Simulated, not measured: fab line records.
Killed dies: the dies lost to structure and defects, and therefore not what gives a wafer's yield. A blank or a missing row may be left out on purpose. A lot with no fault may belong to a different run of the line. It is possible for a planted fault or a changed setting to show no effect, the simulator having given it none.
fab line records -- flow n5Finfet
record lots=4, wafers=12, lastDay=14
route steps=1938 shown ILD0@335 SDB@347
lots that met no fault: from a run of the same line without faults
startH: hours from the record's first day to the start of the lot's first wafer shown -- waitH: hours elapsed since this lot's preceding step -- " unchanged from the row above -- L1.1+2: a single row standing in for several wafers -- - either no value or no given start -- * or withheld: withheld -- < > ~ a bound
route shown NAME@n: a module of which the file shows steps, and the number in the route of the first -- usual: mean/standard deviation taken from wafers without a fault -- same: alike in all rows -- chamber/n: place in a boat -- sites: readings site by site -- _std_site: standard deviation of those values -- _edge_site: the outer-site mean with the inner-site mean subtracted -- radiusMm: how far each site lies from the wafer's centre -- mask NAME#n: copy n -- behind: tool/chamber where the wafer was last shaped -- hold: the reason the lot was held/the length of the hold in hours/how it ended -- device: which transistor (n, p or np) failed to switch -- end of line: the tests these same wafers got at the end of their route -- where a step has no rows: the recipe by itself -- killed: at the first sort, the dies lost to defects and structure; wafer yield is something else -- map: dies across one wafer; x = killed, . = not, _ = none there
set.NAME: setting as actually run; set.NAME@STEP: the setting as run at that earlier step -- model.NAME: the simulator's own value behind a step, which no gauge read
a table for each step, a row for each wafer; lots at some steps of the route
services: from which hour (startH, from the record's first day; less than 0 if before it) a tool's chamber was out of use, for how many hours, and why
## steps
# step N5_ILD0_LINER_00
# recipe material=SiNx, targetThkA=40, tempC=400, aldPrecursorFamily=SiH2I2, aldCoReactant=N2/H2-plasma, pulseTimeS=1, purgeTimeS=2, coReactantPurgeTimeS=2, aldCycles=80, pressureTorr=2
# step N5_ILD0_FCVD_FILL_01
# recipe material=SiO2_flowable, targetThkA=2000, tempC=100, pressureTorr=0.8, rfW=2000, timeS=328.3
# step N5_ILD0_CURE_02
# recipe tempC=450, timeS=1800, ambient=steam, idleTempC=400, rampUpCPerMin=5, rampDownCPerMin=3, densificationPH2oTorr=640
# step N5_ILD0_CMP_03
# recipe stopOn=SiNx, tOverpolishS=1.9, postCmpClean=alkalineBrush, downForcePsi=4.1491, platenRpm=51.796, padVelocityMS=1.0306, targetThkNm=197.38
# step N5_ILD0_CMP_07
# recipe stopOn=poly-Si, material=SiO2_flowable, tOverpolishS=1.18, postCmpClean=alkalineBrush, downForcePsi=4.1491, platenRpm=51.796, padVelocityMS=1.0306, targetThkNm=138.88
# step N5_ILD0_PRECLEAN_10
# recipe chemistry=NF3:NH3, afsCycles=5, timeS=20, tempC=30, sublimationTempC=180, sublimationTimeS=60, pressureTorr=3, rfPowerW=30
# step N5_ILD0_ALD_15
# recipe material=SiNx, targetThkA=240, tempC=400, aldPrecursorFamily=SiH2I2, aldCoReactant=N2/H2-plasma, pulseTimeS=1, aldCycles=480, purgeTimeS=2, coReactantPurgeTimeS=2, pressureTorr=2
# step N5_ILD0_CMP_12
# recipe stopOn=poly-Si, material=SiNx, tOverpolishS=6, postCmpClean=alkalineBrush, downForcePsi=2.5, platenRpm=51.8, padVelocityMS=1.0307, targetThkNm=17.67
# step N5_SDB_HM_DEP_00
# recipe material=SiNx, targetThkA=400, tempC=400, precursor=SiH4/NH3/N2, pressureTorr=1.5, rfW=300, timeS=35.3
# usual heaterPowerW=773/160, showerheadPlenumPTorr=5.13/0.091, throttleValvePct=39.1/1.4
lot.wafer,tool,chamber,startH,waitH,heaterPowerW,showerheadPlenumPTorr,sinceWetCleanH,throttleValvePct,model.SiNx_of_SDB_HM_DEP_00.thkNm
L683.3,pecvd-04,1,65.91,0.1,940,5.16,-,38.9,40.2
L683.4,pecvd-04,0,65.91,0.1,505,5.21,-,37.7,39.8
L683.6,pecvd-04,0,65.91,0.1,491,5.19,-,38.0,40.4
L688.2,pecvd-04,1,96.28,0.0,849,5.16,1525,38.7,39
L688.3,pecvd-04,2,96.28,0.0,587,4.92,46,38.1,31.2
L688.5,pecvd-04,1,96.28,0.0,840,5.16,-,38.5,39.8
L689.1,pecvd-03,0,102.54,0.0,665,5.26,625,38.8,38.8
L689.2,pecvd-03,2,102.54,0.0,985,5.14,2075,37.9,39
L689.3,pecvd-03,2,102.54,0.0,1007,5.15,-,37.8,40
L691.3,pecvd-04,1,114.63,0.1,817,5.17,-,38.7,32.4
L691.4,pecvd-04,2,114.63,0.1,655,4.92,-,38.3,32.2
L691.5,pecvd-04,2,114.63,0.1,633,4.91,-,38.4,40.2
# step N5_SDB_COAT_03
# recipe resist=SOC, tempC=250, timeS=60, spinRpm=1500, resistThkNm=100
# step N5_SDB_COAT_04
# recipe resist=SiARC, tempC=220, timeS=60, spinRpm=1500, resistThkNm=18
# step N5_SDB_COAT_05
# recipe resist=CAR-ArF, spinRpm=1500, resistThkNm=90
# step N5_SDB_EBR_07
# recipe solvent=PGMEA, ebrWidthMm=1.5
# step N5_SDB_SOFTBAKE_06
# recipe tempC=110, timeS=60, resist=CAR-ArF
# step N5_SDB_EXPOSE_08
# recipe maskId=SDB, na=1.35, sourceShape=conventional, sigmaOuter=0.5, polarization=unpolarized, doseMj=49.6
# step N5_SDB_PEB_09
# recipe pebTempC=withheld, pebTimeS=60, resist=CAR-ArF
# step N5_SDB_DEVELOP_10
# recipe developTimeS=30, developer=TMAH, resist=CAR-ArF, rinseLiquid=diw, dry=airSpin, devTempC=23
# step N5_SDB_DESCUM_16
# recipe chemistry=O2, timeS=7.9, sourcePowerW=50, biasPowerW=20, pressureMtorr=20, rfFrequencyHz=2.712e+07, tempC=40, resist=CAR-ArF, o2FlowSccm=225
# step N5_SDB_ETCH_17
# recipe chemistry=CF4, target=SiARC, targetDepthA=234, maskMaterial=CAR-ArF, timeS=39, ionEnergyEv=80, pressureMtorr=40, sourceW=545, biasW=36, Ar_flow_sccm=100, cf4FlowSccm=100, ends=cleared
# step N5_SDB_ETCH_18
# recipe chemistry=N2/H2, target=SOC, targetDepthA=1000, overetchA=200, maskMaterial=SiARC, tempC=40, timeS=150, ionEnergyEv=200, pressureMtorr=30, sourceW=840, biasW=150, n2FlowSccm=200, h2FlowSccm=200
# step N5_SDB_STRIP_19
# recipe chemistry=N2/H2, tempC=40, n2FlowSccm=200, h2FlowSccm=200, rfFrequencyHz=6e+07
# step N5_SDB_STRIP_21
# recipe chemistry=CF4, resist=SiARC, powerW=300, biasPowerW=75, pressureMtorr=50, cf4FlowSccm=150, rfFrequencyHz=6e+07
# step N5_SDB_HM_OPEN_20
# recipe chemistry=CH3F/O2, target=SiNx, maskMaterial=SOC, targetDepthA=240, stopOn=poly-Si, overEtchFrac=0.4, ionEnergyEv=120, pressureMtorr=30, sourceW=395, biasW=73, Ar_flow_sccm=150, CH3F_flow_sccm=30, O2_flow_sccm=20
# usual drypumpMotorCurrentA=6.0/0.43, oes_o_777_au=0.74/0.061, oesProductAu=0.61/0.055, rfVppV=295/5.8, showerheadPlenumPTorr=1.99/0.068, throttleValvePct=16.27/0.2
lot.wafer,tool,chamber,startH,waitH,drypumpMotorCurrentA,oes_o_777_au,oesProductAu,rfHoursCounterH,rfVppV,showerheadPlenumPTorr,throttleValvePct,model.etch.depthNm
L683.3,rieDiel-03,2,66.69,0.0,6.0,0.75,0.61,187,299,2.07,16.81,24.12
L683.4,rieDiel-03,1,66.69,0.0,6.5,0.93,0.75,20,292,1.97,15.96,23.84
L683.6,rieDiel-03,2,66.69,0.0,6.0,0.74,0.61,-,299,2.07,16.81,24.31
L688.2,rieDiel-05,3,96.92,0.0,6.2,0.72,0.58,203,287,2.06,16.15,22.98
L688.3,rieDiel-05,2,96.92,0.0,6.0,0.73,0.47,216,293,1.89,16.42,15.11
L688.5,rieDiel-05,3,96.92,0.0,6.2,0.71,0.59,-,287,2.06,16.14,23.82
L689.1,rieDiel-04,3,103.33,0.0,6.1,0.81,0.66,88,304,1.94,16.07,22.79
L689.2,rieDiel-04,0,103.33,0.0,6.6,0.72,0.57,190,301,2.07,16.12,22.96
L689.3,rieDiel-04,1,103.33,0.0,6.1,0.73,0.58,200,294,2.06,16.13,24.08
L691.3,rieDiel-05,2,115.40,0.0,5.9,0.72,0.48,223,294,1.89,16.44,16.41
L691.4,rieDiel-05,3,115.40,0.0,6.1,0.71,0.48,210,287,2.06,16.14,16.17
L691.5,rieDiel-05,2,115.40,0.0,5.9,0.73,0.58,-,293,1.89,16.47,24.19
# step N5_SDB_STRIP_22
# recipe chemistry=N2/H2, powerW=1000, tempC=250, h2Frac=0.65, overashFraction=0.3, pressureMtorr=withheld, n2FlowSccm=1750, h2FlowSccm=3250
# step N5_SDB_PRECLEAN_23
# recipe chemistry=dHF, timeS=30, tempC=25, dilution=withheld
# step N5_SDB_DUMMY_REMOVE_24
# recipe chemistry=TMAH, tempC=70, target=poly-Si, stopOn=SiO2, targetDepthNm=142, concWtPct=5, timeS=57, dry=ipaMarangoni, rinseTimeS=30, rinseTempC=23
# step N5_SDB_ETCH_25
# recipe chemistry=C4F6/O2, target=SiO2, targetDepthA=100, timeS=3.3, ionEnergyEv=250, maskMaterial=SiNx, pressureMtorr=30, sourceW=345, biasW=185, Ar_flow_sccm=300, C4F6_flow_sccm=10, O2_flow_sccm=10
# step N5_SDB_CUT_ETCH_26
# recipe chemistry=HBr/Cl2/O2, target=Si, targetDepthA=1296, btTimeS=20, maskMaterial=SiNx, timeS=51.8, ionEnergyEv=*, biasW=*, pressureMtorr=10, icpW=800, HBr_flow_sccm=150, Cl2_flow_sccm=80, O2_flow_sccm=12
# step N5_SDB_PRECLEAN_38
# recipe chemistry=dHF, timeS=10, dilution=750:1, tempC=25
lot.wafer,tool,chamber,startH,waitH,model.SiNx_of_SDB_HM_DEP_00.thkNm
L683.3,wetBench-05,5,67.19,0.1,22
L683.4,wetBench-05,3,67.19,0.1,21.4
L683.6,wetBench-05,4,67.19,0.1,22.2
L688.2,wetBench-03,2,97.42,0.1,21
L688.3,wetBench-03,5,97.42,0.1,13.2
L688.5,wetBench-03,4,97.42,0.1,21.6
L689.1,wetBench-05,3,104.43,0.1,20.8
L689.2,wetBench-05,4,104.43,0.1,20.4
L689.3,wetBench-05,5,104.43,0.1,22
L691.3,wetBench-04,1,115.90,0.1,14.8
L691.4,wetBench-04,6,115.90,0.1,14.4
L691.5,wetBench-04,2,115.90,0.1,22.4
# step N5_SDB_PRECLEAN_39
# recipe chemistry=O3/DIW, timeS=45, tempC=22, o3Ppm=10
## services
tool,chamber,startH,hours,kind
rieDiel-03,3,42.17,-,clean
rieDiel-03,3,42.17,-,consumableReplace:focusRing
rieDiel-03,3,42.17,19.3,scheduledDown
rieDiel-03,3,42.17,19.3,ventCycle
pecvd-04,2,64.66,5.0,scheduledDown
rieDiel-03,-,95.44,6.3,repair
pecvd-03,1,98.79,5.5,scheduledDown
rieDiel-04,1,111.29,4.4,repair
pecvd-04,0,112.49,5.5,scheduledDown
## key
firstSign none at tools or gauges
modelEffect step=N5_SDB_HM_DEP_00, value=SiNx_of_SDB_HM_DEP_00.thkNm, without=39.87, struck=31.93
modelEffect step=N5_SDB_HM_OPEN_20, value=etch.depthNm, without=23.8, struck=15.9
modelEffect step=N5_SDB_PRECLEAN_38, value=SiNx_of_SDB_HM_DEP_00.thkNm, without=22.07, struck=14.13
metAt N5_SDB_HM_DEP_00
struckWafers L688.3,L691.3,L691.4
testerLeftOut L688,L691
onsetBetween 65.91 96.28
fault kind=processParameterDrift, tool=pecvd-04, chamber=-, onsetH=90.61, steps=N5_SDB_HM_DEP_00, channel=timeS, offset=*, shape=step, endH=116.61, scope=struckWafersOnly, actsIn=*, stated=*
# testerLeftOut: of these lots the tester's yield and bins aren't shown, on N5 and GAA mostly nor the transistor test; their killed dies are dies lost to structure and defects alone, not to doping, threshold or leakage, so they don't give the yield
